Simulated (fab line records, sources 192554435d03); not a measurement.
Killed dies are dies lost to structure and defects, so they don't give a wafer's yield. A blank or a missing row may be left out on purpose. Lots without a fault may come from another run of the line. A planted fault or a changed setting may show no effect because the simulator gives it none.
Chamber matching | flow n5_finfet | N5_BEOL_M0_SAQP_ETCH_102 on rie_si-05: 4 sister chambers
The step etches SiO2 in CF4, target depth 4 nm, time 4.4 s. 18 wafers are shown with their chamber, then 9 later ones without.

WAFERS WITH THEIR CHAMBER
wafer  | chamber | throttle_valve_pct (%) | drypump_motor_current_A (A) | oes_product_au (a.u.)
L077.4 | 1       | 22.07                  | 5.67                        | 0.987
L077.5 | 0       | 21.65                  | 6.03                        | 1.028
L077.6 | 1       | 22.06                  | 5.64                        | 0.975
L081.3 | 1       | 22.06                  | 5.67                        | 0.986
L081.5 | 1       | 22.09                  | 5.68                        | 0.979
L081.6 | 0       | 21.67                  | 6.00                        | 1.038
L082.2 | 0       | 21.65                  | 6.02                        | 1.023
L082.4 | 2       | 22.02                  | 5.69                        | 1.008
L082.5 | 2       | 22.01                  | 5.70                        | 1.005
L085.1 | 1       | 22.06                  | 5.67                        | 0.985
L085.2 | 2       | 22.00                  | 5.69                        | 1.004
L085.3 | 0       | 21.67                  | 6.01                        | 1.036
L089.3 | 3       | 21.77                  | 5.77                        | 1.013
L089.4 | 1       | 22.09                  | 5.66                        | 0.977
L089.5 | 0       | 21.65                  | 5.99                        | 1.038
L090.2 | 2       | 22.00                  | 5.68                        | 1.006
L090.3 | 1       | 22.07                  | 5.68                        | 0.969
L090.4 | 0       | 21.66                  | 6.02                        | 1.034

SIGNATURES (means of the wafers above)
reading                 | chamber 0 | chamber 1 | chamber 2 | chamber 3 | scatter within a chamber
throttle_valve_pct      | 21.6583   | 22.0714   | 22.0075   | 21.7700   | 0.0115
drypump_motor_current_A | 6.0117    | 5.6671    | 5.6900    | 5.7700    | 0.0132
oes_product_au          | 1.03283   | 0.97971   | 1.00575   | 1.01300   | 0.00573
Rule: a wafer's distance from a chamber is the root of the sum, over the readings, of the square of ((its reading less the chamber's mean) divided by the reading's scatter). The wafer belongs to the nearest chamber; if the next one is less than 2 further off, it can't be placed. The scatter: the root of (the sum of the squares of (reading less its chamber's mean) over the shown wafers, divided by (wafers less chambers)).

WAFERS WITHOUT THEIR CHAMBER
wafer  | throttle_valve_pct (%) | drypump_motor_current_A (A) | oes_product_au (a.u.)
L091.1 | 22.08                  | 5.67                        | 0.970
L091.3 | 21.64                  | 6.03                        | 1.033
L091.6 | 22.08                  | 5.68                        | 0.976
L092.2 | 22.06                  | 5.66                        | 0.982
L092.5 | 22.08                  | 5.65                        | 0.977
L092.6 | 21.68                  | 6.01                        | 1.024
L096.4 | 22.01                  | 5.67                        | 1.023
L096.5 | 22.02                  | 5.67                        | 1.016
L096.6 | 21.79                  | 5.73                        | 1.023

WHICH CHAMBER EACH WENT THROUGH
wafer  | from the rows above | in truth
L091.1 | 1                   | 1
L091.3 | 0                   | 0
L091.6 | 1                   | 1
L092.2 | 1                   | 1
L092.5 | 1                   | 1
L092.6 | 0                   | 0
L096.4 | 2                   | 2
L096.5 | 2                   | 2
L096.6 | 3                   | 3
Placed correctly: 9 of 9. Can't be placed from these rows: 0. Placed wrongly: 0.
